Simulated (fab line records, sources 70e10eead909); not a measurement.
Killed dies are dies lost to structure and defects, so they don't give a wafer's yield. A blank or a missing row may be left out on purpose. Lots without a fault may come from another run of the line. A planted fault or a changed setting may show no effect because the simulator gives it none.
fab line records | flow nand_harc
record lots=13 wafers=39 last_day=23
route steps=1159 shown A_M0@1024 A_M1@1042 THIN_TSV@1131 END@1159
lots that met no fault: from a run of the same line without faults
start_h: hours from the record's first day to the start of the lot's first wafer shown | wait_h: hours since the lot's step before | " the same as in the row above | L1.1+2: a row that stands for several wafers | - no value, or no start given | * or withheld: withheld | < > ~ a bound
route shown NAME@n: a module of which the file shows steps, and the number in the route of the first | usual: mean/standard deviation of fault-free wafers | same: alike in all rows | chamber/n: place in a boat | sites: the reading at each site | _std_site: their standard deviation | _edge_site: outer sites' mean less inner sites' | radius_mm: how far each site lies from the wafer's centre | mask NAME#n: copy n | behind: the tool/chamber that last shaped the wafer | hold: why the lot was held/for how many hours/how that ended | device: the transistor (n, p or np) that didn't switch | end of line: the same wafers' tests at the end of the route | a step without rows: its recipe alone | killed: dies lost to structure and defects at the first sort, not the wafer's yield | map: a wafer's dies, x killed, . not, _ none there
set.NAME: the setting as run; set.NAME@STEP: as run at that earlier step | model.NAME: the simulator's own value behind a step, which no gauge read
steps of the route over a sample of lots; a table a step, a row a wafer
services: from which hour (start_h, from the record's first day; less than 0 if before it) a tool's chamber was out of use, for how many hours, and why
## steps
# step NHARC_A_M0_PRE_CLEAN_31
# recipe time_s=12 temp_c=370 rf_power_w=300 gas=NH3
# usual heater_power_w=682/95
# columns lot.wafer tool chamber start_h wait_h heater_power_w
L884.2 pecvd-02 0 403.64 0.1 796
L884.1 " 1 " " 636
L884.3 " 2 " " 636
L886.1 pecvd-01 2 410.11 0.1 624
L886.3 " 0 " " 673
L886.6 " 2 " " 632
L888.1 pecvd-04 1 410.39 0.1 542
L888.2 " 0 " " 532
L888.6 " 2 " " 636
L887.1 pecvd-02 0 415.18 0.4 884
L887.3 " 1 " " 693
L887.6 " 2 " " 646
L890.2 pecvd-02 0 432.93 0.1 780
L890.3 " 2 " " 719
L890.4 " 2 " " 722
L892.1 pecvd-02 1 442.93 0.1 636
L892.3 " 0 " " 860
L892.4 " 0 " " 874
L893.2 pecvd-02 2 460.76 0.1 664
L893.3 " 1 " " 709
L893.4 " 1 " " 678
L895.3 pecvd-02 2 476.30 0.1 705
L895.4 " 0 " " 791
L895.6 " 1 " " 676
L894.3 pecvd-02 0 477.50 0.1 735
L894.1 " 1 " " 696
L894.4 " 0 " " 756
L898.3 pecvd-01 2 490.64 0.1 634
L898.6 " 0 " " 630
L898.5 " 2 " " 649
L897.2 pecvd-02 2 499.84 0.1 713
L897.1 " 0 " " 864
L897.4 " 0 " " 831
L900.2 pecvd-01 0 510.33 0.1 645
L900.3 " 1 " " 665
L900.4 " 2 " " 662
L903.2 pecvd-01 2 514.86 0.1 677
L903.3 " 0 " " 579
L903.5 " 0 " " 585
# step NHARC_A_M1_CD_MEAS_16
# usual cd_nm=120.1/0.83
# columns lot.wafer tool chamber start_h wait_h cd_nm
L884.1 cd_sem-01 - 405.52 - 121.0
L884.2 " - " " 120.6
L884.3 " - " " 120.6
L886.1 cd_sem-03 - 411.89 - 120.5
L886.3 " - " " 121.6
L886.6 " - " " 120.1
L888.1 cd_sem-01 - 412.38 - 119.4
L888.2 " - " " 120.4
L888.6 " - " " 120.1
L887.1 cd_sem-01 - 416.89 - 119.9
L887.3 " - " " 121.6
L887.6 " - " " 120.5
L890.2 cd_sem-01 - 434.76 - 119.5
L890.3 " - " " 120.1
L890.4 " - " " 119.8
L892.1 cd_sem-01 - 444.75 - 120.3
L892.3 " - " " 120.2
L892.4 " - " " 119.4
L893.2 cd_sem-03 - 462.69 - 120.2
L893.3 " - " " 120.3
L893.4 " - " " 120.5
L895.3 cd_sem-02 - 478.07 - 120.8
L895.4 " - " " 118.5
L895.6 " - " " 120.3
L894.1 cd_sem-02 - 479.30 - 120.8
L894.3 " - " " 119.3
L894.4 " - " " 119.1
L898.3 cd_sem-01 - 492.44 - 118.4
L898.5 " - " " 118.8
L898.6 " - " " 119.4
L897.1 cd_sem-02 - 501.66 - 119.9
L897.2 " - " " 119.2
L897.4 " - " " 120.3
L900.2 cd_sem-03 - 512.14 - 119.7
L900.3 " - " " 118.7
L900.4 " - " " 120.0
L903.2 cd_sem-02 - 516.55 - 120.5
L903.3 " - " " 120.4
L903.5 " - " " 119.6
# step NHARC_A_M1_PVD_21
# recipe target_thk_a=300 chamber_pressure_pa=5 power_w=5000 substrate_temp_c=30 time_s=20.49 material=Cu
# usual throttle_valve_pct=30.4/0.84
# columns lot.wafer tool chamber start_h wait_h throttle_valve_pct
L884.2 pvd_sputter-02 - - - 31.1
L884.3 " - " " 29.0
L884.1 " - " " 30.4
L886.1 pvd_sputter-03 - - - 30.1
L886.3 " - " " 30.2
L886.6 " - " " 29.9
L888.2 pvd_sputter-01 - - - 29.9
L888.1 " - " " 29.1
L888.6 " - " " 29.1
L887.3 pvd_sputter-02 - - - 30.8
L887.1 " - " " 30.0
L887.6 " - " " 30.8
L890.4 pvd_sputter-02 - - - 30.1
L890.3 " - " " 28.9
L890.2 " - " " 30.3
L892.1 pvd_sputter-03 - - - 30.1
L892.4 " - " " 30.1
L892.3 " - " " 31.0
L893.4 pvd_sputter-02 - - - 30.7
L893.2 " - " " 28.9
L893.3 " - " " 30.3
L895.4 pvd_sputter-01 - - - 32.1
L895.3 " - " " 30.1
L895.6 " - " " 30.7
L894.1 pvd_sputter-02 - - - 30.8
L894.3 " - " " 29.2
L894.4 " - " " 30.0
L898.3 pvd_sputter-03 - - - 30.4
L898.6 " - " " 30.7
L898.5 " - " " 30.7
L897.1 pvd_sputter-03 - - - 30.7
L897.2 " - " " 31.0
L897.4 " - " " 29.5
L900.2 pvd_sputter-03 - - - 30.7
L900.3 " - " " 29.4
L900.4 " - " " 30.2
L903.2 pvd_sputter-03 - - - 30.5
L903.3 " - " " 29.3
L903.5 " - " " 30.8
# step NHARC_THIN_TSV_ECD_20
# recipe target_thk_a=20000 material=Cu
# columns lot.wafer tool chamber start_h wait_h
L884.2+1+3 ecd_cu-02 0,1,1 431.09 -
L888.2+1+6 ecd_cu-01 1,0,0 436.40 -
L886.1+3+6 ecd_cu-01 1,0,1 437.58 -
L887.1+3+6 ecd_cu-02 1,1,0 438.72 -
L890.2+4+3 ecd_cu-01 1,1,0 458.79 -
L892.1+4+3 ecd_cu-01 1,1,0 465.32 -
L893.2+3+4 ecd_cu-01 0,1,0 485.84 -
L894.1+3+4 ecd_cu-02 0,0,1 502.16 -
L895.3+4+6 ecd_cu-01 0,1,0 503.42 -
L898.3+5+6 ecd_cu-02 1,1,0 518.05 -
L897.2+1+4 ecd_cu-02 0,1,1 530.33 -
L900.2+3+4 ecd_cu-01 0,0,1 538.42 -
L903.2+3+5 ecd_cu-01 0,1,0 542.73 -
# step NHARC_END_SORT_01
# recipe temp_c=25
# usual defect_limited_yield=95.7/1.4 killed_at_array=25/9.2 killed_at_other=0.9/1.3 killed_at_periphery=3.3/2.3 killed_dies=29/9.6 killed_open=3.2/1.8 killed_short=2/1.4 sort_bin_2_pct=1.3/0.65 sort_bin_3_pct=0.25/0.21 sort_bin_4_pct=2.8/0.9 sort_n_pass=648/9.6 sort_rim_yield_pct=94/3 sort_yield_pct=95.7/1.4
# same gross_dies=677 sort_bin_5_pct[%]=0 sort_bin_6_pct[%]=0 sort_bin_7_pct[%]=0 sort_bin_8_pct[%]=0 sort_rim_n_gross=106.00
# columns lot.wafer tool chamber start_h wait_h defect_limited_yield[%] killed_at_array killed_at_other killed_at_periphery killed_dies killed_open killed_short sort_bin_2_pct[%] sort_bin_3_pct[%] sort_bin_4_pct[%] sort_n_pass sort_rim_yield_pct[%] sort_yield_pct[%]
L895.3 prober-02 0 521.66 3.1 94.8 31 0 4 35 2 3 1.5 0.30 3.4 642 97 94.8
L895.4 prober-02 0 522.46 3.4 95.6 27 0 3 30 2 1 1.5 0.30 2.7 647 92 95.6
L895.6 prober-02 0 524.04 4.0 94.4 34 0 4 38 3 2 2.2 0.30 3.1 639 91 94.4
L903.2 prober-02 0 552.50 2.8 95.6 30 0 0 30 2 0 0.6 0.44 3.4 647 89 95.6
L903.3 prober-02 0 553.29 3.1 0.1 25 650 1 676 4 4 97.0 0.30 2.5 1 0 0.1
L903.5 prober-02 0 554.87 3.7 95.6 27 1 2 30 2 4 1.2 0.59 2.7 647 94 95.6
# killed by level:class
L895.3 A_CHANNEL_HOLE_D1:chamber_film_flake=15 A_CHANNEL_FILL_D1:chamber_film_flake=4 A_STAIRCASE:chamber_film_flake=3 A_WL_FILL:chamber_film_flake=3 P_M0:geometric_particle:open=2 P_ZERO_WELL:chamber_film_flake=2 A_ZERO_WELL:chamber_film_flake=2 A_ONON_D1:geometric_particle:short=1
L895.4 A_CHANNEL_HOLE_D1:chamber_film_flake=12 A_STAIRCASE:chamber_film_flake=6 A_CONTACT:chamber_film_flake=3 P_ZERO_WELL:chamber_film_flake=2 A_WL_FILL:chamber_film_flake=2 A_ONON_D1:geometric_particle:short=1 A_CONTACT:geometric_particle:open=1 A_M0:geometric_particle:open=1
L895.6 A_CHANNEL_HOLE_D1:chamber_film_flake=15 A_CHANNEL_FILL_D1:chamber_film_flake=4 A_STAIRCASE:chamber_film_flake=4 A_CONTACT:chamber_film_flake=3 A_ZERO_WELL:chamber_film_flake=3 P_ZERO_WELL:chamber_film_flake=2 P_CONTACT:geometric_particle:open=1 A_SOURCE_PLATE:geometric_particle:open=1
L903.2 A_SLIT:chamber_film_flake=14 A_CHANNEL_HOLE_D1:chamber_film_flake=8 A_CONTACT:chamber_film_flake=3 A_STAIRCASE:chamber_film_flake=2 A_WL_FILL:geometric_particle:open=1 A_CONTACT:geometric_particle:open=1 A_WL_FILL:chamber_film_flake=1
L903.3 THIN_TSV:area_ecd=649 A_SLIT:chamber_film_flake=8 A_CONTACT:chamber_film_flake=4 A_CHANNEL_HOLE_D1:chamber_film_flake=3 A_STAIRCASE:chamber_film_flake=3 P_M0:geometric_particle:open=1 A_CHANNEL_HOLE_D1:geometric_particle:short=1 A_CHANNEL_FILL_D1:geometric_particle:short=1
L903.5 A_STAIRCASE:chamber_film_flake=8 A_SLIT:chamber_film_flake=7 A_CHANNEL_HOLE_D1:chamber_film_flake=4 A_WL_FILL:chamber_film_flake=2 P_M0:geometric_particle:short=1 A_ONON_D1:geometric_particle:short=1 A_CHANNEL_HOLE_D1:geometric_particle:open=1 A_SGD_CUT:geometric_particle:short=1
## services
# columns tool chamber start_h hours kind
pvd_sputter-02 - 385.65 1.3 repair
ecd_cu-02 - 386.16 0.9 repair
pvd_sputter-02 - 392.03 10.0 pm
pvd_sputter-03 - 398.68 3.1 repair
pvd_sputter-02 - 408.58 4.6 repair
pecvd-01 - 418.00 13.0 pm
pecvd-01 0 418.00 13.0 vent_cycle
pecvd-01 1 418.00 13.0 vent_cycle
pecvd-01 2 418.00 13.0 vent_cycle
pvd_sputter-01 - 420.15 4.5 repair
pecvd-01 0 431.00 - clean
pecvd-01 1 431.00 - clean
pecvd-01 2 431.00 - clean
pecvd-02 2 447.01 11.5 repair
ecd_cu-01 - 448.04 8.0 pm
pvd_sputter-03 - 458.00 10.0 pm
pvd_sputter-01 - 515.20 10.0 pm
pecvd-02 - 515.39 13.0 pm
pecvd-02 0 515.39 17.5 vent_cycle
pecvd-02 1 515.39 13.0 vent_cycle
pecvd-02 2 515.39 13.0 vent_cycle
pecvd-02 1 528.39 - clean
pecvd-02 2 528.39 - clean
ecd_cu-02 - 532.30 8.0 pm
## key
first_sign step=NHARC_END_SORT_01 reading=killed_at_other direction=up sigmas=99+ usual=0.9 struck=650
effect step=NHARC_END_SORT_01 reading=sort_bin_2_pct direction=up sigmas=99+ usual=1.3 struck=97.0
more_kills_born_at NHARC_THIN_TSV_ECD_20@ecd_cu-01=649
met_at NHARC_THIN_TSV_ECD_20
struck_lots L903
struck_wafers L903.3
later_rows_left_out L903.3
not_acting_at NHARC_A_M0_PRE_CLEAN_31,NHARC_A_M1_CD_MEAS_16,NHARC_A_M1_PVD_21
onset_between 538.42 542.73
fault kind=process_parameter_drift tool=ecd_cu-01 chamber=- onset_h=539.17 steps=NHARC_THIN_TSV_ECD_20 channel=target_thk_a offset=* shape=step end_h=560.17 scope=struck_wafers_only acts_in=* stated=*
# later_rows_left_out: the simulator's readings of these wafers behind a module that went badly wrong aren't trusted and aren't shown, but for the sort
